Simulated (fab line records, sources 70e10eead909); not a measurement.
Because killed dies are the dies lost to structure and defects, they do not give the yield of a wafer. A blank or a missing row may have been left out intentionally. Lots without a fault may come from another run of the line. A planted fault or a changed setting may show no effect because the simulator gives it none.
Which tool was responsible?    flow nand-harc    Sampling: 13 lots, 39 wafers, 4 of 1302 route steps

== WHAT THE GAUGES READ, wafer by wafer ==
The record lacks any reading of a measuring or inspecting step that a usual standard deviation could be used to judge.

== WHAT TOOL EACH LOT RAN ON (gives the tool, then ch and the chambers of the sampled wafers, and finally the start) ==
lot   NHARC_A_STAIRCASE_DESCUM_168        NHARC_A_STAIRCASE_STRIP_171           NHARC_A_STAIRCASE_TRIM_12           NHARC_A_STAIRCASE_TRIM_16
L178  rie-diel-04 ch 0,1,3, day 15 16:03  plasma-asher-01 ch 0,1, day 15 16:25  rie-diel-07 ch 1,2,3, day 15 17:59  rie-diel-07 ch 0,1,2, no start
L181  rie-diel-07 ch 1,2,3, day 16 11:07  plasma-asher-02 ch 0,1, day 16 11:32  rie-diel-04 ch 2,3, day 16 13:08    rie-diel-04 ch 0,1, no start
L180  rie-diel-07 ch 1,2,3, day 16 16:19  plasma-asher-02 ch 0,1, day 16 17:05  rie-diel-04 ch 0,2,3, day 16 18:43  rie-diel-04 ch 0,2,3, no start
L184  rie-diel-04 ch 1,3, day 17 19:21    plasma-asher-01 ch 0,1, day 17 19:43  rie-diel-04 ch 1,2,3, day 17 22:34  rie-diel-04 ch 0,3, no start
L192  rie-diel-01 ch 0,2,3, day 21 06:29  plasma-asher-02 ch 0,1, day 21 06:52  rie-diel-01 ch 0,2,3, day 21 08:20  rie-diel-01 ch 2,3, no start
L193  rie-diel-04 ch 0,2,3, day 21 20:40  plasma-asher-02 ch 0,1, day 21 21:04  rie-diel-01 ch 2,3, day 21 22:40    rie-diel-01 ch 0,2,3, no start
L191  rie-diel-04 ch 1,2,3, day 22 09:22  plasma-asher-02 ch 0,1, day 22 09:41  rie-diel-01 ch 0,1,3, day 22 11:15  rie-diel-01 ch 0,1,3, no start
L194  rie-diel-01 ch 0,3, day 22 14:53    plasma-asher-02 ch 0, day 22 15:15    rie-diel-04 ch 2,3, day 22 16:51    rie-diel-04 ch 1,3, no start
L196  rie-diel-07 ch 0,3, day 23 12:53    plasma-asher-01 ch 0,1, day 23 13:17  rie-diel-07 ch 0,1,3, day 23 15:23  rie-diel-07 ch 0,1, no start
L200  rie-diel-04 ch 2,3, day 24 15:14    plasma-asher-02 ch 0,1, day 24 16:06  rie-diel-01 ch 0,2, day 24 17:40    rie-diel-01 ch 0,1,3, no start
L197  rie-diel-07 ch 0,1,2, day 24 15:35  plasma-asher-01 ch 0,1, day 24 16:17  rie-diel-07 ch 1,2,3, day 24 17:59  rie-diel-07 ch 0,1,3, no start
L199  rie-diel-04 ch 1,3, day 24 19:40    plasma-asher-01 ch 0,1, day 24 20:01  rie-diel-01 ch 0,1,2, day 24 21:43  rie-diel-01 ch 1,2,3, no start
L201  rie-diel-04 ch 0,1,2, day 25 04:02  plasma-asher-01 ch 0,1, day 25 04:20  rie-diel-04 ch 0,3, day 25 05:56    rie-diel-04 ch 1,2,3, no start
- NHARC_A_STAIRCASE_DESCUM_168: chemistry O2, time 3 s.
- NHARC_A_STAIRCASE_STRIP_171: strips in O2.
- NHARC_A_STAIRCASE_TRIM_12: chemistry O2, time 211.2 s.
- NHARC_A_STAIRCASE_TRIM_16: chemistry O2, time 211.2 s.

== WHAT THE TOOLS THEMSELVES READ (means of the sampled wafers that have a number; where no wafer has one, the mark that the record gives instead) ==
NHARC_A_STAIRCASE_DESCUM_168. Usual: drypump-motor-current-A 5.7 A, standard deviation 0.48; oes-product-au 1.001 a.u., standard deviation 0.0083; rf-vpp-V 57.8 V, standard deviation 0.86; showerhead-plenum-p-Torr 1.89 Torr, standard deviation 0.065; throttle-valve-pct 11.311 %, standard deviation 0.0087.
lot   tool         drypump-motor-current-A (A)  oes-product-au (a.u.)  rf-vpp-V (V)  showerhead-plenum-p-Torr (Torr)  throttle-valve-pct (%)  flag
L178  rie-diel-04  5.8                          0.992                  58.4          1.86                             11.308                  
L181  rie-diel-07  5.9                          1.003                  58.7          1.94                             11.315                  
L180  rie-diel-07  5.9                          1.004                  58.7          1.94                             11.308                  
L184  rie-diel-04  5.9                          0.997                  57.5          1.87                             11.308                  
L192  rie-diel-01  5.3                          0.993                  57.9          1.91                             11.313                  
L193  rie-diel-04  5.7                          0.997                  57.0          1.82                             11.309                  
L191  rie-diel-04  5.7                          1.003                  58.0          1.84                             11.318                  
L194  rie-diel-01  5.5                          0.994                  57.5          1.89                             11.312                  
L196  rie-diel-07  5.6                          1.010                  57.8          1.90                             11.308                  
L200  rie-diel-04  5.6                          1.001                  57.4          1.81                             11.312                  
L197  rie-diel-07  6.2                          1.007                  58.4          1.89                             11.311                  
L199  rie-diel-04  5.9                          1.004                  57.2          1.86                             11.324                  
L201  rie-diel-04  5.5                          0.998                  57.4          1.85                             11.315                  

NHARC_A_STAIRCASE_STRIP_171. Usual: drypump-motor-current-A 5.62 A, standard deviation 0.13; heater-power-w 361 W, standard deviation 34.
lot   tool             drypump-motor-current-A (A)  heater-power-w (W)  flag
L178  plasma-asher-01  5.51                         326                 
L181  plasma-asher-02  5.72                         372                 
L180  plasma-asher-02  5.68                         395                 
L184  plasma-asher-01  5.50                         325                 
L192  plasma-asher-02  5.73                         375                 
L193  plasma-asher-02  5.71                         392                 
L191  plasma-asher-02  5.68                         390                 
L194  plasma-asher-02  5.79                         366                 
L196  plasma-asher-01  5.45                         317                 
L200  plasma-asher-02  5.77                         381                 
L197  plasma-asher-01  5.46                         327                 
L199  plasma-asher-01  5.45                         320                 
L201  plasma-asher-01  5.51                         322                 

NHARC_A_STAIRCASE_TRIM_12. Usual: drypump-motor-current-A 5.7 A, standard deviation 0.5; oes-product-au 1.002 a.u., standard deviation 0.0073; rf-vpp-V 57.8 V, standard deviation 0.93; run-length-s 232.4 s, standard deviation 0.43; showerhead-plenum-p-Torr 3.50 Torr, standard deviation 0.13; throttle-valve-pct 17.037 %, standard deviation 0.0094.
lot   tool         drypump-motor-current-A (A)  oes-product-au (a.u.)  rf-vpp-V (V)  run-length-s (s)  showerhead-plenum-p-Torr (Torr)  throttle-valve-pct (%)  flag
L178  rie-diel-07  5.9                          0.996                  58.4          232.3             3.58                             17.036                  
L181  rie-diel-04  5.9                          1.007                  57.6          232.4             3.36                             17.030                  
L180  rie-diel-04  5.7                          0.999                  57.4          232.4             3.39                             17.036                  
L184  rie-diel-04  5.7                          1.002                  57.5          262.6             3.41                             17.031                  OFF
L192  rie-diel-01  5.3                          0.998                  58.4          232.7             3.53                             17.041                  
L193  rie-diel-01  5.1                          1.007                  58.1          232.0             3.61                             17.047                  
L191  rie-diel-01  5.3                          1.003                  59.0          232.1             3.61                             17.028                  
L194  rie-diel-04  5.9                          1.000                  57.1          232.4             3.33                             17.031                  
L196  rie-diel-07  5.8                          1.008                  58.8          232.3             3.50                             17.034                  
L200  rie-diel-01  5.5                          1.005                  57.1          232.7             3.44                             17.039                  
L197  rie-diel-07  5.9                          1.012                  59.1          232.2             3.54                             17.033                  
L199  rie-diel-01  5.3                          0.992                  58.4          232.5             3.57                             17.037                  
L201  rie-diel-04  5.7                          1.007                  58.4          232.8             3.38                             17.044                  

NHARC_A_STAIRCASE_TRIM_16. Usual: drypump-motor-current-A 5.6 A, standard deviation 0.47; oes-product-au 1.000 a.u., standard deviation 0.0072; rf-vpp-V 57.7 V, standard deviation 0.82; run-length-s 232.4 s, standard deviation 0.43; showerhead-plenum-p-Torr 3.50 Torr, standard deviation 0.12; throttle-valve-pct 17.035 %, standard deviation 0.0094.
lot   tool         drypump-motor-current-A (A)  oes-product-au (a.u.)  rf-vpp-V (V)  run-length-s (s)  showerhead-plenum-p-Torr (Torr)  throttle-valve-pct (%)  flag
L178  rie-diel-07  6.2                          1.010                  56.9          232.3             3.53                             17.038                  
L181  rie-diel-04  5.6                          1.001                  57.5          232.6             3.48                             17.025                  
L180  rie-diel-04  5.7                          1.003                  58.2          232.6             3.39                             17.038                  
L184  rie-diel-04  6.0                          0.994                  57.5          232.1             3.37                             17.029                  
L192  rie-diel-01  5.1                          0.999                  57.3          232.3             3.57                             17.037                  
L193  rie-diel-01  5.3                          0.999                  57.4          232.4             3.53                             17.035                  
L191  rie-diel-01  5.3                          0.988                  57.7          232.1             3.61                             17.040                  
L194  rie-diel-04  6.1                          1.000                  57.5          232.2             3.37                             17.034                  
L196  rie-diel-07  5.9                          0.994                  57.5          232.2             3.49                             17.031                  
L200  rie-diel-01  5.3                          1.000                  57.8          232.3             3.61                             17.045                  
L197  rie-diel-07  5.8                          0.995                  58.4          232.5             3.49                             17.041                  
L199  rie-diel-01  5.1                          1.002                  58.8          232.0             3.65                             17.022                  
L201  rie-diel-04  5.7                          1.002                  57.6          232.4             3.39                             17.041                  

== THE ANSWER, worked out from the rows above alone ==
Rule: take the mean of a lot's wafers that have a number; if it is more than 3 standard deviations from the usual mean, the lot is off. Also off: a lot with no number at a reading for which 4 or more lots have one. Where the step has rows for the other lots, those lots are counted as sound. The gauges are gone through in route order, then the tools' own readings, and for those a lot's mean is taken as printed above. The first step at which some lot is off is used, and at that step the reading that is off furthest; a lot without a number counts as furthest.
Off: L184, at NHARC_A_STAIRCASE_TRIM_12 (run-length-s).
A tool fits if, at that step or a process step before it, it ran every lot that is off, and no sound lot after the first of them. No candidate that was tried fits.

== WHAT WAS PUT IN BY THE SIMULATOR ==
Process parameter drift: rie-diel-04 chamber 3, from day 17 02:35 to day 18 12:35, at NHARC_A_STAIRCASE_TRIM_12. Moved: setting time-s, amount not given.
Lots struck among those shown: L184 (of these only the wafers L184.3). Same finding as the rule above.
